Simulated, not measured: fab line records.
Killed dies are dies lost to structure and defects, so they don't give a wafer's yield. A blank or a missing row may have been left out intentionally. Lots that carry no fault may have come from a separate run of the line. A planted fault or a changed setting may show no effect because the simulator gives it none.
Check for tools in common	flow n5 finfet	Sampled: 11 lots, 29 wafers

== WHY IT WAS OPENED ==
At N5_MIM_TOP_LITHO_OVL_MEAS_11 the reading MIM_TOP_OVL is flagged on 2 of 11 lots. No-fault wafers: 3 nm, standard deviation 5.7.
Rule: a lot is flagged in two cases, either no wafer of it has a number, or all its wafers with numbers fall more than 4 standard deviations from that mean. As for the other lots, they are considered sound.

lot	measured	on	MIM_TOP_OVL (nm), wafer by wafer	flag
L845	day 12 10:49	overlay-02	-2 -1 7	
L847	day 12 22:38	overlay-02	2 -2	
L849	day 13 03:32	overlay-01	6 12 14	
L848	day 13 05:26	overlay-01	0 2	
L851	day 13 19:31	overlay-01	12 8 11	
L854	day 14 18:06	overlay-01	-4 -2 2	
L856	day 14 20:31	overlay-01	3 6 2	
L858	day 15 05:11	overlay-01	637 634	FLAGGED
L860	day 15 14:44	overlay-01	625 617 627	FLAGGED
L861	day 16 15:20	overlay-01	2 5	
L862	day 16 17:54	overlay-02	-7 0 -7	
The numbers of the flagged lots are 628 nm on average: +625 nm against the usual, or +99 or more standard deviations.

== WHICH TOOL RAN EACH LOT ==
3 process steps preceding the reading are held in the record, out of 1938 steps in the route. In each cell: the tool, then ch and the chambers that the sampled wafers went through, then the start.
lot	flag	N5_BEOL_M15_STRIP_37	N5_BEOL_M15_SPUTTER_44	N5_MIM_TOP_LITHO_EXPOSE_05
L845		rie diel-03 ch 1,2, day 12 07:07 or earlier	pvd sputter-01, day 12 07:07	krf scanner-02 ch 0, day 12 10:38
L847		rie diel-03 ch 0,2, day 12 16:22 or earlier	pvd sputter-03, day 12 16:22	krf scanner-01 ch 0, day 12 22:26
L849		rie diel-01 ch 0,1,2, day 12 22:37 or earlier	pvd sputter-01, day 12 22:37	krf scanner-02 ch 0, day 13 03:21
L848		rie diel-01 ch 0,2, day 13 00:20 or earlier	pvd sputter-01, day 13 00:20	krf scanner-01 ch 0, day 13 05:14
L851		rie diel-03 ch 1,2,3, day 13 14:58 or earlier	pvd sputter-02, day 13 14:58	krf scanner-02 ch 0, day 13 19:19
L854		rie diel-05 ch 0,1,3, day 14 13:34 or earlier	pvd sputter-03, day 14 13:34	krf scanner-01 ch 0, day 14 17:53
L856		rie diel-05 ch 1,2,3, day 14 16:13 or earlier	pvd sputter-01, day 14 16:13	krf scanner-02 ch 0, day 14 20:19
L858	FLAGGED	rie diel-05 ch 0,3, day 15 00:12 or earlier	pvd sputter-01, day 15 00:12	krf scanner-02 ch 0, day 15 05:00
L860	FLAGGED	rie diel-01 ch 0,1,2, day 15 10:08 or earlier	pvd sputter-01, day 15 10:08	krf scanner-02 ch 0, day 15 14:32
L861		rie diel-01 ch 0,2, day 16 11:40 or earlier	pvd sputter-03, day 16 11:40	krf scanner-01 ch 0, day 16 15:08
L862		rie diel-01 ch 0,2,3, day 16 12:31 or earlier	pvd sputter-02, day 16 12:31	krf scanner-01 ch 0, day 16 17:42
These steps, and what they do:
- N5_BEOL_M15_STRIP_37: strips in O2.
- N5_BEOL_M15_SPUTTER_44: material Ta, target thk 15 nm, time 24.19 s.
- N5_MIM_TOP_LITHO_EXPOSE_05: exposes mask MIM TOP, target cd 2000 nm.
- N5_MIM_TOP_LITHO_OVL_MEAS_11

== FLAGGED AGAINST TOTAL, ONE TOOL AT A TIME (gauges that did the reading follow at the end) ==
step	tool	lots run	flagged	share of the flagged lots	sound lots run after its first flagged lot
N5_BEOL_M15_STRIP_37	rie diel-01	5	1	some	2 (L861,L862)
N5_BEOL_M15_STRIP_37	rie diel-03	3	0	none	-
N5_BEOL_M15_STRIP_37	rie diel-05	3	1	some	0
N5_BEOL_M15_SPUTTER_44	pvd sputter-01	6	2	all	0
N5_BEOL_M15_SPUTTER_44	pvd sputter-02	2	0	none	-
N5_BEOL_M15_SPUTTER_44	pvd sputter-03	3	0	none	-
N5_MIM_TOP_LITHO_EXPOSE_05	krf scanner-01	5	0	none	-
N5_MIM_TOP_LITHO_EXPOSE_05	krf scanner-02	6	2	all	0
N5_MIM_TOP_LITHO_OVL_MEAS_11	overlay-01	8	2	all	1 (L861)
N5_MIM_TOP_LITHO_OVL_MEAS_11	overlay-02	3	0	none	-
N5_BEOL_M15_STRIP_37: start missing for some lots; hours and lot order therefore follow N5_BEOL_M15_SPUTTER_44.

== WHAT IS ALLOWED BY THE TABLE ==
In the table, 3 rows ran each flagged lot (pvd sputter-01 at N5_BEOL_M15_SPUTTER_44; krf scanner-02 at N5_MIM_TOP_LITHO_EXPOSE_05; overlay-01 at N5_MIM_TOP_LITHO_OVL_MEAS_11).
- pvd sputter-01 at N5_BEOL_M15_SPUTTER_44 ran 6 lots, 2 of them flagged. Last sound lot L856 at day 14 16:13, first flagged lot L858 at day 15 00:12; a fault beginning in between fits.
- krf scanner-02 at N5_MIM_TOP_LITHO_EXPOSE_05 ran 6 lots, 2 of them flagged. Last sound lot L856 at day 14 20:19, first flagged lot L858 at day 15 05:00; a fault beginning in between fits.
- overlay-01 at N5_MIM_TOP_LITHO_OVL_MEAS_11 ran 8 lots, 2 of them flagged. Lots that were sound ran on it after the first flagged one (L861); a persistent fault on the entire tool would not allow that.
Because each of these 2 tools fits a fault that began at some hour, counting lots does not separate them. More lots, or a look at what each step does to the wafer, might.

== WHAT THE SIMULATOR HAD INSERTED ==
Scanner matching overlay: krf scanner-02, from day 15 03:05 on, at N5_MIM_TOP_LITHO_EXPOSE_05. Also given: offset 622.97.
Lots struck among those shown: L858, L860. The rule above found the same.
